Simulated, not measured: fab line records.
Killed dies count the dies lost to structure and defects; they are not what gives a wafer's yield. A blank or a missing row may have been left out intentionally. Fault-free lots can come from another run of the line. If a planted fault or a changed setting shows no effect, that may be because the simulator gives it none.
Problem report in the 8D (eight disciplines) form, filled by code || flow n5Finfet || the parts of the form that need people (team, actions taken, sign-off) are left out

## 1. PROBLEM STATEMENT
At N5_PASSIVATION_PROBE_49, killedAtFrontEnd averages 123 over 6 wafers from 2 lots, while fault-free wafers read 38, standard deviation 12. Measured from the usual mean, that is +7.1 standard deviations.
The first sign was on wafer L133.1 at day 16 10:17, on prober-02. Wafers with a number at this step in the record: 42, from 14 lots. By rule, "out" or "out of limits" means more than 4 standard deviations away from the usual mean. Any other wafer with a number is counted as sound.

## 2. WHAT THIS IS AND IS NOT
{"question": "which readings at this step", "is": "killedAtFrontEnd", "is not": "killed_at_M0_to_M3, killedAtContacts, killedAtOther, killedOpen, killedShort, sort_bin_6_memory"}
{"question": "which lots", "is": "L131, L133", "is not": "L119, L120, L121, L123, L124, L125, L126, L127, L128, L130, L139, L140"}
{"question": "which wafers of those lots", "is": "all that have a number", "is not": "-"}
{"question": "read on which tools", "is": "prober-02", "is not": "prober-01"}
{"question": "when", "is": "from day 16 10:17", "is not": "up to then (30 sound wafers); but 6 sound wafers of L139, L140 came after"}

## 3. THE SUSPECTS, EACH WITH WHAT RULES IT OUT
Counting: a tool at any process step up to the reading remains a suspect when it ran all the lots that are out and ran no sound lot after the first of those.
- wetBench-03 at N5_SDB_PRECLEAN_38 (cleans in dHF, time 10 s): kept. Every lot that is out went through it, starting with L131 (day 7 06:50), and after that it ran no sound lot; the last sound lot it ran before then is L130 (day 7 05:19).
- prober-02 at N5_PASSIVATION_PROBE_49: ruled out as a lasting fault. Sound lots L139 ran on it after its first lot that is out, L133 (day 16 10:17).
After counting, what remains is wetBench-03 at N5_SDB_PRECLEAN_38.

## 4. THE CAUSE (what the simulator had put in)
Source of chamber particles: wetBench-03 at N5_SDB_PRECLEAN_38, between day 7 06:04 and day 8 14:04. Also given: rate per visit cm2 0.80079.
The count eliminated every tool but this one.

## 5. THE CHAIN OF EFFECTS, in route order
One row per reading whose mean, taken over the struck wafers that have a number, lies over 3 standard deviations from the usual. Scope: only readings with a usual standard deviation given in the record; hours: median across lots of the time from each lot's start at the first step in this table that gives one to its start at this step; sigmas: change in usual standard deviations.
{"hours": 0, "step": "N5_PASSIVATION_PROBE_49", "reading": "defectLimitedYield", "usual": "91.2 %", "on struck wafers": 84.6, "change": -6.6, "sigmas": -4.1}
{"hours": 0, "step": "N5_PASSIVATION_PROBE_49", "reading": "killedAtFrontEnd", "usual": 38, "on struck wafers": 123, "change": "+85", "sigmas": "+7.1"}
{"hours": 0, "step": "N5_PASSIVATION_PROBE_49", "reading": "killedDies", "usual": 104, "on struck wafers": 182, "change": "+78", "sigmas": "+4.1"}
{"hours": 0, "step": "N5_PASSIVATION_PROBE_49", "reading": "sort_bin_5_function", "usual": "5.2 %", "on struck wafers": 9.9, "change": "+4.7", "sigmas": "+4.7"}
{"hours": 0, "step": "N5_PASSIVATION_PROBE_49", "reading": "sortNPass", "usual": 1076, "on struck wafers": 998, "change": -78, "sigmas": -4.1}
{"hours": 0, "step": "N5_PASSIVATION_PROBE_49", "reading": "sortYieldPct", "usual": "91.2 %", "on struck wafers": 84.6, "change": -6.6, "sigmas": -4.1}
Here are the process steps it includes:
- N5_PASSIVATION_PROBE_49

## 6. HOW IT WOULD HAVE BEEN CAUGHT EARLIER
In this record no reading fell out of limits until day 16 10:17, 220 hours after the fault had begun at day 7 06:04.
All the lots that are out (2) had begun N5_SDB_PRECLEAN_38 on wetBench-03 by day 16 10:17. A hold on the tool at that time would have spared none of them.
